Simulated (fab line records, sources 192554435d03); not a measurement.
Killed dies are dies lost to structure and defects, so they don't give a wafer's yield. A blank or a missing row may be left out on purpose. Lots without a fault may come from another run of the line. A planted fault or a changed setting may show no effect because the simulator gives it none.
Split-lot experiment | flow n5_finfet | 7 lots, 39 wafers read, on a route of 1938 steps

THE SPLIT
At N5_BEOL_M15_DEP_53 (deposits SiCN from 3MS/NH3, target thk 50 nm, time 17.8 s), the setting time_s was moved away from the recipe's 17.8 s on 9 of the 39 wafers read, by -36.3% to +52.0%. The other wafers ran this setting at the recipe's value.

The reading is taken at the split's own step.

THE READING
SiCN_of_BEOL_M15_DEP_53.thk_nm (the simulator's own value, which no gauge read), in nm, at N5_BEOL_M15_DEP_53 (deposits SiCN from 3MS/NH3, target thk 50 nm, time 17.8 s). The file gives no usual value for it. The 30 wafers here that ran the recipe average 49.9 nm, standard deviation 0.56 nm.

wafer  | tool, chamber at the split | time_s as run, s | against the recipe | SiCN_of_BEOL_M15_DEP_53.thk_nm, nm | against lot-mates on the recipe
L077.1 | pecvd-03, 0                | 11.33            | -36.3%             | 31                                 | -18.2
L077.2 | pecvd-03, 2                | 17.8             | recipe             | 49                                 | -
L077.3 | pecvd-03, 1                | 11.33            | -36.3%             | 31.2                               | -18.0
L077.4 | pecvd-03, 0                | 11.33            | -36.3%             | 31.6                               | -17.6
L077.5 | pecvd-03, 2                | 17.8             | recipe             | 49.4                               | -
L077.6 | pecvd-03, 1                | 17.8             | recipe             | 49.2                               | -
L079.1 | pecvd-04, 2                | 27.06            | +52.0%             | 75.2                               | +25.0
L079.2 | pecvd-04, 1                | 17.8             | recipe             | 50                                 | -
L079.3 | pecvd-04, 0                | 17.8             | recipe             | 50.2                               | -
L079.4 | pecvd-04, 2                | 17.8             | recipe             | 50.4                               | -
L079.5 | pecvd-04, 1                | 27.06            | +52.0%             | 76.2                               | +26.0
L079.6 | pecvd-04, 0                | 27.06            | +52.0%             | 76                                 | +25.8
L081.1 | pecvd-04, 1                | 17.8             | recipe             | 50                                 | -
L081.6 | pecvd-04, 1                | 17.8             | recipe             | 50                                 | -
L081.2 | pecvd-04, 0                | 17.8             | recipe             | 49.6                               | -
L081.3 | pecvd-04, 2                | 17.8             | recipe             | 49                                 | -
L081.4 | pecvd-04, 2                | 17.8             | recipe             | 49.8                               | -
L081.5 | pecvd-04, 0                | 17.8             | recipe             | 50.4                               | -
L088.1 | pecvd-02, 1,2              | 17.8             | recipe             | 49.8                               | -
L088.3 | pecvd-02, 1,2              | 17.8             | recipe             | 49.8                               | -
L088.2 | pecvd-02, 0                | 17.8             | recipe             | 49.2                               | -
L088.4 | pecvd-02, 0                | 17.8             | recipe             | 50.2                               | -
L088.5 | pecvd-02, 1                | 17.8             | recipe             | 50.8                               | -
L088.6 | pecvd-02, 2                | 17.8             | recipe             | 50.4                               | -
L089.1 | pecvd-04, 2,0              | 17.8             | recipe             | 49.6                               | -
L089.3 | pecvd-04, 2,0              | 17.8             | recipe             | 49.6                               | -
L089.2 | pecvd-04, 1,2              | 17.8             | recipe             | 50                                 | -
L089.5 | pecvd-04, 1,2              | 17.8             | recipe             | 50                                 | -
L089.4 | pecvd-04, 0                | 17.8             | recipe             | 51.2                               | -
L089.6 | pecvd-04, 1                | 17.8             | recipe             | 50.6                               | -
L092.1 | pecvd-04, 0                | 17.8             | recipe             | 49                                 | -
L092.2 | pecvd-04, 2                | 12.43            | -30.2%             | 34.8                               | -15.1
L092.3 | pecvd-04, 1                | 17.8             | recipe             | 50                                 | -
L092.4 | pecvd-04, 2                | 12.43            | -30.2%             | 35.2                               | -14.7
L092.5 | pecvd-04, 1                | 12.43            | -30.2%             | 35.6                               | -14.3
L092.6 | pecvd-04, 0                | 17.8             | recipe             | 50.8                               | -
L094.1 | pecvd-02, 0                | 17.8             | recipe             | 49.6                               | -
L094.2 | pecvd-02, 1                | 17.8             | recipe             | 50.4                               | -
L094.5 | pecvd-02, 1                | 17.8             | recipe             | 50.4                               | -
Where a row lists several chambers, the file gives one row for several wafers and doesn't say which wafer went through which chamber.

THE FIT
A straight line over all 39 wafers: SiCN_of_BEOL_M15_DEP_53.thk_nm changes by +0.5 nm for each +1% of time_s; r = +1.00; the points scatter about the line by 0.56 nm.
The same after taking each lot's own level away (the mean of its wafers on the recipe; 39 wafers): +0.492 nm for each +1%; r = +1.00; scatter 0.46 nm.
On that fit, the largest move of time_s shifts the reading by 26 nm.
The lots' own levels span 49.20 to 50.20 nm, that is 1.8 times the standard deviation above.
So the lot-to-lot level changes the slope little: the two slopes agree.
Check: with one of the wafers moved furthest among these (+52.0%) left out of the fit, the line predicts +25.8 nm for it against its lot-mates. It came out at +25 nm against them.

OTHER SPLITS ON THESE WAFERS
These wafers also went through other splits before the reading. Each is held against what the fit with the lots' levels taken away leaves over:
other split on the same wafers      | wafers away from the commonest value | r with SiCN_of_BEOL_M15_DEP_53.thk_nm (lot level and that fit taken away)
N5_BEOL_M14_ILD_DEP_00 target_thk_a | 15                                   | -0.34

THE FILE'S OWN FIT
SiCN_of_BEOL_M15_DEP_53.thk_nm changes by +0.492 nm for each +1% of time_s, r = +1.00.
